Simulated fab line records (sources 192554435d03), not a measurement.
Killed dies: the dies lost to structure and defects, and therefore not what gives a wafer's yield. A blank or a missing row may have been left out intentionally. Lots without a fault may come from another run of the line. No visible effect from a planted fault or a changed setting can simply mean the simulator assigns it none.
fab line records	flow n5-finfet
[record] lots = 7	wafers = 19	last-day = 18
route steps=1938 shown BEOL_M5@1151 BEOL_M15@1830
lots that met no fault: from a run of the same line without faults
start-h: hours from the record's opening day to when the first of the lot's shown wafers began	wait-h: hours from the lot's prior step to this one	" as in the row above	L1.1+2: one row covering several wafers at once	- value missing, or start not given	* or withheld: withheld	< > ~ a bound
route shown NAME@n: a module of which the file shows steps, and the number in the route of the first	usual: mean/standard deviation of fault-free wafers	same: alike in all rows	chamber/n: place in a boat	sites: each site's reading	_std_site: the standard deviation of these	_edge_site: the outer-site mean with the inner-site mean subtracted	radius-mm: for every site, how far away it sits from the centre of the wafer	mask NAME#n: copy n	behind: tool/chamber where the wafer was last shaped	hold: reason for holding the lot/hours on hold/outcome of the hold	device: whichever transistor did not switch (one of n, p or np)	end of line: tests of these same wafers at the route's end	a step without rows: its recipe alone	killed: dies lost to structure and defects at the first sort, not the wafer's yield	map: per-die view of a wafer (x killed, . not killed, _ where there is no die)
set.NAME: setting as actually run; set.NAME@STEP: the setting as run at that earlier step	model.NAME: the simulator's own value behind a step, which no gauge read
route steps across a sampled set of lots; one table per step, one row per wafer
services: when a tool's chamber went out of use (start-h, in hours from the record's first day, below 0 if earlier), for how many hours, and the reason
[[steps]]
[step N5_BEOL_M5_DESCUM_33]
[recipe] chemistry = O2	time-s = 7	source-power-w = 50	bias-power-w = 20	pressure-mtorr = 20	rf-frequency-hz = 2.712e+07	temp-c = 40	resist = CAR-EUV	o2-flow-sccm = 225
[usual] drypump-motor-current-A = 5.6/0.43	oes-product-au = 0.78/0.074	rf-vpp-V = 243.2/1.6	showerhead-plenum-p-Torr = 2.10/0.091	throttle-valve-pct = 20.50/0.26
lot.wafer	tool	chamber	start-h	wait-h	drypump-motor-current-A	oes-product-au	rf-hours-counter-h	rf-vpp-V	showerhead-plenum-p-Torr	throttle-valve-pct
L931.1	rie-diel-05	0	171.79	0.0	5.9	0.91	31	244.5	2.06	20.44
L931.5	"	1	"	"	5.5	0.78	-	242.0	1.99	20.28
L931.6	"	2	"	"	4.9	0.78	-	243.1	2.11	20.69
L932.1	rie-diel-06	3	182.13	0.0	5.6	0.84	60	245.8	2.21	20.26
L932.4	"	2	"	"	5.8	0.91	7	244.4	2.14	20.06
L932.5	"	1	"	"	5.0	0.90	-	245.3	2.23	19.93
L937.2	rie-diel-04	3	228.49	0.0	5.9	0.68	197	244.1	2.18	20.97
L937.4	"	1	"	"	6.0	0.70	226	243.6	2.18	20.57
L937.5	"	3	"	"	5.9	0.69	-	242.9	2.18	20.97
L938.1	rie-diel-04	1	231.14	0.0	6.0	0.71	227	245.0	2.18	20.55
L938.4	"	0	"	"	6.3	0.83	59	245.0	2.12	20.71
L938.5	"	2	"	"	5.7	0.69	-	241.5	1.97	20.62
L950.1	rie-diel-05	0	289.86	0.1	5.8	0.84	65	243.2	2.05	20.47
L950.6	"	2	"	"	4.9	0.76	-	241.5	2.09	20.75
L951.2	rie-diel-05	0	314.73	0.7	5.9	0.85	73	242.5	2.05	20.47
L951.3	"	2	"	"	4.8	0.75	146	244.8	2.09	20.76
L952.1	rie-diel-06	0	321.73	0.6	5.9	0.85	60	245.7	2.20	20.51
L952.4	"	1	"	"	5.0	0.84	55	245.0	2.22	20.01
L952.5	"	3	"	"	5.6	0.81	-	244.1	2.19	20.34
[step N5_BEOL_M5_TRENCH_ETCH_37]
[recipe] chemistry = C4F6/O2	target-depth-a = 716.52	target = SiCOH_lowk	time-s = 24.7	ion-energy-ev = 250	pressure-mtorr = 30	source-w = 345	bias-w = 185	Ar_flow_sccm = 300	C4F6_flow_sccm = 10	O2_flow_sccm = 10
[usual] bias-w = 185.0/0.55	drypump-motor-current-A = 5.6/0.43	oes_f_703_au = 0.78/0.068	oes-product-au = 0.78/0.075	rf-vpp-V = 664/9.4	run-length-s = 48.0/0.52	showerhead-plenum-p-Torr = 2.85/0.12	throttle-valve-pct = 20.97/0.24
lot.wafer	tool	chamber	start-h	wait-h	bias-w	drypump-motor-current-A	oes_f_703_au	oes-product-au	rf-hours-counter-h	rf-vpp-V	run-length-s	showerhead-plenum-p-Torr	throttle-valve-pct
L931.1	rie-diel-05	0	172.05	-	185.1	5.9	0.88	0.90	31	660	48.9	2.76	20.67
L931.5	"	1	"	"	184.5	5.4	0.75	0.78	-	667	47.8	2.74	20.93
L931.6	"	2	"	"	184.7	4.9	0.76	0.77	-	653	47.5	2.85	21.09
L932.1	rie-diel-06	3	182.40	-	185.7	5.6	0.83	0.85	60	668	47.8	3.01	20.80
L932.4	"	2	"	"	185.0	5.8	0.90	0.92	7	677	47.4	2.93	20.73
L932.5	"	1	"	"	185.0	5.0	0.89	0.91	-	682	47.3	3.03	20.39
L937.2	rie-diel-04	3	228.76	-	183.9	5.9	0.75	0.70	197	658	48.0	2.93	21.32
L937.4	"	1	"	"	-	6.0	0.71	0.70	226	675	45.4	2.93	20.90
L937.5	"	3	"	"	-	5.9	0.75	0.70	-	658	45.9	2.93	21.30
L938.1	rie-diel-04	1	231.41	-	185.2	6.0	0.71	0.71	227	674	47.8	2.93	20.91
L938.4	"	0	"	"	-	6.3	0.85	0.82	59	652	45.8	2.89	21.25
L938.5	"	2	"	"	-	5.7	0.69	0.69	-	669	45.6	2.69	21.14
L950.1	rie-diel-05	0	290.13	-	184.9	5.8	0.84	0.85	65	660	48.5	2.75	20.73
L950.6	"	2	"	"	186.1	4.9	0.74	0.74	-	654	47.3	2.83	21.12
L951.2	rie-diel-05	0	314.99	-	185.8	5.9	0.83	0.83	73	659	48.8	2.74	20.72
L951.3	"	2	"	"	185.3	4.9	0.72	0.73	146	654	47.9	2.83	21.15
L952.1	rie-diel-06	0	321.99	-	185.5	5.9	0.84	0.85	60	668	47.8	3.02	21.23
L952.4	"	1	"	"	184.5	5.0	0.83	0.84	55	683	47.3	3.01	20.48
L952.5	"	3	"	"	184.4	5.6	0.79	0.81	-	669	48.1	2.99	20.88
[step N5_BEOL_M5_OCD_MEAS_38]
[usual] trench-depth-nm = 71.1/1.1
lot.wafer	tool	chamber	start-h	wait-h	trench-depth-nm
L931.1	ocd-01	-	172.20	-	73.1
L931.5	"	-	"	"	71.8
L931.6	"	-	"	"	70.1
L932.1	ocd-01	-	182.55	-	71.2
L932.4	"	-	"	"	71.7
L932.5	"	-	"	"	72.0
L937.2	ocd-01	-	228.91	-	71.0
L937.4	"	-	"	"	63.7
L937.5	"	-	"	"	63.6
L938.1	ocd-02	-	231.56	-	71.3
L938.4	"	-	"	"	63.6
L938.5	"	-	"	"	63.3
L950.1	ocd-02	-	290.28	-	72.7
L950.6	"	-	"	"	71.1
L951.2	ocd-02	-	315.15	-	70.8
L951.3	"	-	"	"	70.0
L952.1	ocd-01	-	322.15	-	73.3
L952.4	"	-	"	"	73.7
L952.5	"	-	"	"	71.2
[step N5_BEOL_M5_CD_MEAS_35]
[recipe] target-cd-nm = 28	target-cd-y-nm = 24	polarity = opening
[usual] cd-nm = 28.0/0.31
lot.wafer	tool	chamber	start-h	wait-h	cd-nm
L931.1	cd-sem-02	-	172.36	0.0	27.8
L931.5	"	-	"	"	27.8
L931.6	"	-	"	"	28.0
L932.1	cd-sem-01	-	182.72	0.0	28.2
L932.4	"	-	"	"	28.1
L932.5	"	-	"	"	28.1
L937.2	cd-sem-03	-	229.07	0.0	27.9
L937.4	"	-	"	"	27.9
L937.5	"	-	"	"	28.2
L938.1	cd-sem-01	-	231.71	0.0	28.4
L938.4	"	-	"	"	28.1
L938.5	"	-	"	"	28.3
L950.1	cd-sem-01	-	290.44	0.0	28.0
L950.6	"	-	"	"	27.8
L951.2	cd-sem-01	-	315.30	0.0	27.9
L951.3	"	-	"	"	27.9
L952.1	cd-sem-02	-	322.30	0.0	28.2
L952.4	"	-	"	"	27.8
L952.5	"	-	"	"	27.6
[step N5_BEOL_M5_PRE_CLEAN_45]
[recipe] gas = H2/He	time-s = 30	temp-c = 250
[usual] heater-power-w = 320/23
lot.wafer	tool	chamber	start-h	wait-h	heater-power-w
L931.1	pvd-sputter-01	-	172.92	0.0	336
L931.5	"	-	"	"	277
L931.6	"	-	"	"	298
L932.1	pvd-sputter-01	-	183.57	0.0	293
L932.4	"	-	"	"	342
L932.5	"	-	"	"	305
L937.2	pvd-sputter-01	-	231.50	0.0	288
L937.4	"	-	"	"	343
L937.5	"	-	"	"	297
L938.1	pvd-sputter-03	-	232.19	0.0	356
L938.4	"	-	"	"	347
L938.5	"	-	"	"	345
L950.1	pvd-sputter-02	-	294.92	0.0	335
L950.6	"	-	"	"	337
L951.2	pvd-sputter-01	-	316.80	0.0	340
L951.3	"	-	"	"	283
L952.1	pvd-sputter-01	-	322.97	0.0	293
L952.4	"	-	"	"	293
L952.5	"	-	"	"	263
[step N5_BEOL_M5_THK_MEAS_53]
[recipe] thk-meas-gauge = xrf	reads = Cu_of_BEOL_M5_ECD_50
[usual] M5_THK = 61.3/1.4
lot.wafer	tool	chamber	start-h	wait-h	M5_THK[nm]
L931.1	film-metro-01	-	179.74	-	62.9
L931.5	"	-	"	"	61.9
L931.6	"	-	"	"	61.5
L932.1	film-metro-01	-	190.00	-	63.7
L932.4	"	-	"	"	62.5
L932.5	"	-	"	"	62.4
L937.2	film-metro-02	-	238.16	-	63.0
L937.4	"	-	"	"	54.2
L937.5	"	-	"	"	53.6
L938.1	film-metro-01	-	241.48	-	62.7
L938.4	"	-	"	"	53.0
L938.5	"	-	"	"	54.6
L950.1	film-metro-01	-	300.73	-	62.3
L950.6	"	-	"	"	62.6
L951.2	film-metro-02	-	322.57	-	60.7
L951.3	"	-	"	"	61.0
L952.1	film-metro-01	-	329.32	-	61.3
L952.4	"	-	"	"	62.2
L952.5	"	-	"	"	60.2
[step N5_BEOL_M5_RS_MEAS_57]
[recipe] thk-meas-gauge = four-point-probe	reads = Co_of_BEOL_M5_CO_CAP_78+Cu_of_BEOL_M5_ECD_50+Co_of_BEOL_M5_CVD_47+TaN_of_BEOL_M5_ALD_86
[usual] M5_RS = 0.393/0.011
lot.wafer	tool	chamber	start-h	wait-h	M5_RS[ohm/sq]
L931.1	film-metro-02	-	180.00	0.0	0.381
L931.5	"	-	"	"	0.388
L931.6	"	-	"	"	0.390
L932.1	film-metro-02	-	190.26	0.0	0.372
L932.4	"	-	"	"	0.379
L932.5	"	-	"	"	0.381
L937.2	film-metro-02	-	238.42	0.1	0.387
L937.4	"	-	"	"	0.468
L937.5	"	-	"	"	0.473
L938.1	film-metro-01	-	241.74	0.0	0.384
L938.4	"	-	"	"	0.470
L938.5	"	-	"	"	0.455
L950.1	film-metro-01	-	301.22	0.0	0.385
L950.6	"	-	"	"	0.382
L951.2	film-metro-01	-	322.92	0.1	0.401
L951.3	"	-	"	"	0.397
L952.1	film-metro-01	-	329.64	0.0	0.389
L952.4	"	-	"	"	0.381
L952.5	"	-	"	"	0.397
[step N5_BEOL_M15_RC_MEAS_101]
[usual] etest-temp-c = 24.99/0.12	COMB_M10 = 1.5e-11/3e-12	COMB_M10_max_site = 2.1e-11/4.4e-12	COMB_M11 = 1.51e-11/2.9e-12	COMB_M12 = 7.4e-12/1.5e-12	COMB_M13 = 5.8e-12/1.1e-12	COMB_M14 = 4.6e-12/8.4e-13	COMB_M15 = 3.6e-12/6.1e-13	COMB_M15_max_site = 4.8e-12/9.1e-13	COMB_M5 = 3.7e-11/7.4e-12	COMB_M6 = 2.8e-11/5.6e-12	COMB_M7 = 2.8e-11/5.8e-12	COMB_M8 = 2.6e-11/5.5e-12	COMB_M9 = 1.5e-11/3.5e-12	SERP_M10 = 3.05/0.074	SERP_M11 = 3.09/0.077	SERP_M11_max_site = 3.18/0.079	SERP_M12 = 0.636/0.016	SERP_M13 = 0.307/0.007	SERP_M14 = 0.160/0.0046	SERP_M14_max_site = 0.162/0.0046	SERP_M5 = 39.5/1.6	SERP_M5_max_site = 40.9/1.7	SERP_M6 = 13.7/0.49	SERP_M7 = 14.1/0.51	SERP_M8 = 13.6/0.56	SERP_M9 = 3.06/0.089
lot.wafer	tool	chamber	start-h	wait-h	etest-temp-c	COMB_M10[S/m]	COMB_M10_max_site[S/m]	COMB_M11[S/m]	COMB_M12[S/m]	COMB_M13[S/m]	COMB_M14[S/m]	COMB_M15[S/m]	COMB_M15_max_site[S/m]	COMB_M5[S/m]	COMB_M6[S/m]	COMB_M7[S/m]	COMB_M8[S/m]	COMB_M9[S/m]	SERP_M10[ohm/um]	SERP_M11[ohm/um]	SERP_M11_max_site[ohm/um]	SERP_M12[ohm/um]	SERP_M13[ohm/um]	SERP_M14[ohm/um]	SERP_M14_max_site[ohm/um]	SERP_M5[ohm/um]	SERP_M5_max_site[ohm/um]	SERP_M6[ohm/um]	SERP_M7[ohm/um]	SERP_M8[ohm/um]	SERP_M9[ohm/um]
L931.1	prober-01	0	245.88	0.0	25.06	1.7e-11	2.1e-11	1.59e-11	1e-11	5.8e-12	5.3e-12	4.8e-12	6.7e-12	4.3e-11	2.9e-11	2.8e-11	3.2e-11	1.6e-11	3.00	3.23	3.29	0.643	0.321	0.158	0.161	39.3	42.9	13.3	14.4	13.2	3.07
L931.5	"	0	"	"	25.19	1.3e-11	2e-11	1.65e-11	7.8e-12	3.5e-12	5.3e-12	4.2e-12	5.4e-12	3.5e-11	2.6e-11	2.5e-11	2.3e-11	1.4e-11	3.02	3.13	3.31	0.631	0.314	0.162	0.164	40.3	41.5	13.9	13.9	13.8	3.04
L931.6	"	0	"	"	25.03	2.3e-11	2.8e-11	1.37e-11	9e-12	6.1e-12	4.9e-12	3.6e-12	4.7e-12	4.2e-11	2.4e-11	2.7e-11	2.5e-11	1.4e-11	3.06	3.22	3.27	0.639	0.313	0.155	0.158	39.8	41.4	13.7	14.4	13.7	2.92
L932.1	prober-01	0	265.76	0.0	24.87	1.5e-11	2.2e-11	1.7e-11	6.1e-12	6.4e-12	4.1e-12	4.3e-12	6.3e-12	4.4e-11	3.1e-11	2.7e-11	2.3e-11	1.5e-11	3.23	3.11	3.21	0.624	0.314	0.170	0.172	36.5	37.9	13.9	14.7	13.6	3.18
L932.4	"	0	"	"	24.80	1.3e-11	1.8e-11	1.37e-11	5.6e-12	6.8e-12	5.2e-12	4e-12	5e-12	5.6e-11	2.6e-11	2.1e-11	2.8e-11	1.3e-11	3.00	3.22	3.26	0.635	0.314	0.158	0.160	39.0	41.7	13.3	13.9	14.3	3.10
L932.5	"	0	"	"	24.90	1.4e-11	1.8e-11	1.76e-11	4.4e-12	5.2e-12	3.3e-12	3.5e-12	4.9e-12	3.3e-11	3.8e-11	2.8e-11	3e-11	1.3e-11	3.04	3.18	3.21	0.629	0.312	0.159	0.161	36.7	37.1	13.9	13.8	13.6	3.17
L937.2	prober-01	0	314.01	0.2	24.90	1.4e-11	2.2e-11	1.4e-11	7.1e-12	7.4e-12	5e-12	3.7e-12	4.1e-12	4.5e-11	2.5e-11	2.9e-11	2.5e-11	1.9e-11	3.16	3.16	3.24	0.641	0.303	0.158	0.160	38.7	40.0	13.6	14.4	12.7	3.04
L937.4	"	0	"	"	24.81	1.2e-11	1.8e-11	1.26e-11	1.2e-11	5.9e-12	6.1e-12	4.7e-12	5.6e-12	3.1e-11	3.3e-11	3.3e-11	2.3e-11	1.5e-11	3.07	3.00	3.22	0.625	0.303	0.151	0.152	47.3	49.3	13.1	14.1	13.2	3.02
L937.5	"	0	"	"	24.99	1.9e-11	2.6e-11	1.55e-11	1.14e-11	6.7e-12	5e-12	3.8e-12	5e-12	3.5e-11	2.9e-11	3.1e-11	1.9e-11	1.8e-11	3.00	3.05	3.19	0.612	0.307	0.152	0.152	47.4	49.7	12.9	13.8	13.1	3.09
L938.1	prober-01	0	316.38	0.2	24.95	1.5e-11	2.5e-11	1.85e-11	7e-12	5.2e-12	4.3e-12	3.5e-12	3.6e-12	3.5e-11	2.2e-11	2.3e-11	2.8e-11	1.5e-11	3.09	3.11	3.17	0.637	0.305	0.163	0.164	37.5	39.0	13.4	13.5	14.7	3.08
L938.4	"	0	"	"	25.00	1.2e-11	1.4e-11	1.75e-11	7.1e-12	6.3e-12	4e-12	4.3e-12	5.7e-12	2.7e-11	1.9e-11	3.2e-11	3.9e-11	2.3e-11	2.97	2.98	3.06	0.629	0.304	0.163	0.164	46.7	48.0	12.7	14.0	13.7	3.05
L938.5	"	0	"	"	24.92	1.5e-11	1.9e-11	1.64e-11	8.6e-12	6.5e-12	4e-12	4.6e-12	8e-12	2.6e-11	1.7e-11	3.5e-11	4.1e-11	2.4e-11	2.96	3.05	3.13	0.648	0.296	0.155	0.158	42.3	44.3	12.7	13.6	14.5	3.04
L950.1	prober-01	0	383.54	0.0	25.09	1.1e-11	1.5e-11	1.49e-11	7.3e-12	7.5e-12	5.5e-12	4.3e-12	5e-12	4.3e-11	2.5e-11	4.7e-11	2.6e-11	1.1e-11	3.07	3.06	3.17	0.629	0.298	0.159	0.162	39.7	43.3	13.1	14.5	12.7	3.15
L950.6	"	0	"	"	24.89	1.7e-11	2e-11	1.55e-11	7.4e-12	5.4e-12	6.2e-12	3.9e-12	5.1e-12	5.7e-11	3.5e-11	2.2e-11	2.3e-11	1.5e-11	3.01	3.03	3.07	0.633	0.302	0.160	0.163	38.4	40.9	12.6	13.5	14.0	3.14
L951.2	prober-02	0	402.53	0.2	24.96	1.5e-11	2.3e-11	9e-12	7.1e-12	5.5e-12	3.7e-12	3.7e-12	4.1e-12	3e-11	3.1e-11	3e-11	2.3e-11	1.8e-11	2.97	3.09	3.19	0.637	0.312	0.155	0.156	40.7	42.0	14.6	13.9	13.4	3.10
L951.3	"	0	"	"	25.04	9e-12	1.1e-11	1.11e-11	5e-12	4.1e-12	3.3e-12	3.9e-12	5.6e-12	4e-11	3.8e-11	2.3e-11	2e-11	1.1e-11	3.01	3.19	3.25	0.631	0.300	0.171	0.173	40.1	40.8	12.5	13.9	14.0	3.08
L952.1	prober-02	0	409.29	0.0	25.01	1.6e-11	2.3e-11	1.77e-11	1.24e-11	5.7e-12	3.9e-12	4.2e-12	5.9e-12	3.5e-11	2.3e-11	3.1e-11	2.9e-11	1.3e-11	2.94	3.12	3.27	0.646	0.319	0.161	0.164	39.5	41.0	13.6	14.2	13.2	3.14
L952.4	"	0	"	"	24.80	1.1e-11	1.3e-11	1.14e-11	6.4e-12	5.2e-12	4.5e-12	4.2e-12	5.4e-12	4e-11	2.7e-11	2.7e-11	2.3e-11	1.2e-11	3.11	3.15	3.31	0.636	0.319	0.160	0.162	39.7	40.3	12.9	13.9	12.7	3.07
L952.5	"	0	"	"	24.82	1.4e-11	1.8e-11	1.36e-11	1.01e-11	5.1e-12	3.9e-12	3.7e-12	4.8e-12	4.2e-11	2.1e-11	2.3e-11	3.4e-11	1.3e-11	2.97	3.15	3.24	0.647	0.314	0.165	0.167	40.5	41.2	12.8	13.4	12.4	3.08
// sites SERP_M5 radius-mm=0,75,75,75,75,140,140,140,140
L931.1 37.6 38.5 39.3 39.7 38.9 39.9 41.3 42.9 38.7
L932.1 37.9 37.1 37.1 36.8 36.5 35.1 35.4 34.9 35.3
L937.2 39.2 40.0 39.0 38.5 39.2 38.7 36.7 38.4 36.4
L938.1 37.9 37.9 37.5 39.0 38.4 36.4 36.6 36.4 35.5
L950.1 37.9 38.8 39.7 38.9 39.5 43.3 41.5 42.8 41.3
L951.2 38.7 41.0 39.8 39.9 39.5 41.7 40.7 41.8 42.0
L952.1 39.4 40.2 41.0 39.9 39.5 38.9 38.2 39.6 37.5
[[services]]
tool	chamber	start-h	hours	kind
pvd-sputter-03	-	161.40	1.8	repair
pvd-sputter-03	-	171.10	11.7	repair
pvd-sputter-01	-	188.53	1.3	repair
rie-diel-06	1	231.72	4.9	repair
rie-diel-06	0	280.96	8.9	repair
pvd-sputter-01	-	291.75	1.0	repair
rie-diel-05	-	292.30	4.3	pm
rie-diel-05	3	304.59	-	clean
rie-diel-05	3	304.59	-	consumable-replace:focus-ring
rie-diel-05	3	304.59	-	consumable-replace:showerhead
rie-diel-05	3	304.59	17.8	scheduled-down
rie-diel-05	3	304.59	17.8	vent-cycle
rie-diel-04	1	306.90	-	clean
rie-diel-04	1	306.90	-	consumable-replace:focus-ring
rie-diel-04	1	306.90	17.6	scheduled-down
rie-diel-04	1	306.90	17.6	vent-cycle
[[key]]
[first-sign] step = N5_BEOL_M5_TRENCH_ETCH_37	reading = run-length-s	direction = down	sigmas = 4.5	usual = *	struck = *
[effect] step = N5_BEOL_M5_OCD_MEAS_38	reading = trench-depth-nm	direction = down	sigmas = 6.7	usual = 71.1	struck = 63.5
[effect] step = N5_BEOL_M5_THK_MEAS_53	reading = M5_THK	direction = down	sigmas = 5.4	usual = 61.3	struck = 53.9
[effect] step = N5_BEOL_M5_RS_MEAS_57	reading = M5_RS	direction = up	sigmas = 6.6	usual = 0.393	struck = 0.466
[effect] step = N5_BEOL_M15_RC_MEAS_101	reading = SERP_M5	direction = up	sigmas = 4.2	usual = 39.5	struck = 45.9
met-at N5_BEOL_M5_TRENCH_ETCH_37
struck-lots L937,L938
struck-wafers L937.4,L937.5,L938.4,L938.5
not-acting-at N5_BEOL_M5_DESCUM_33,N5_BEOL_M5_CD_MEAS_35,N5_BEOL_M5_PRE_CLEAN_45
[fault] kind = process-parameter-drift	tool = rie-diel-04	chamber = -	onset-h = 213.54	steps = N5_BEOL_M5_TRENCH_ETCH_37	channel = time-s	offset = *	shape = step	end-h = 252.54	scope = struck-wafers-only	acts-in = *	stated = *
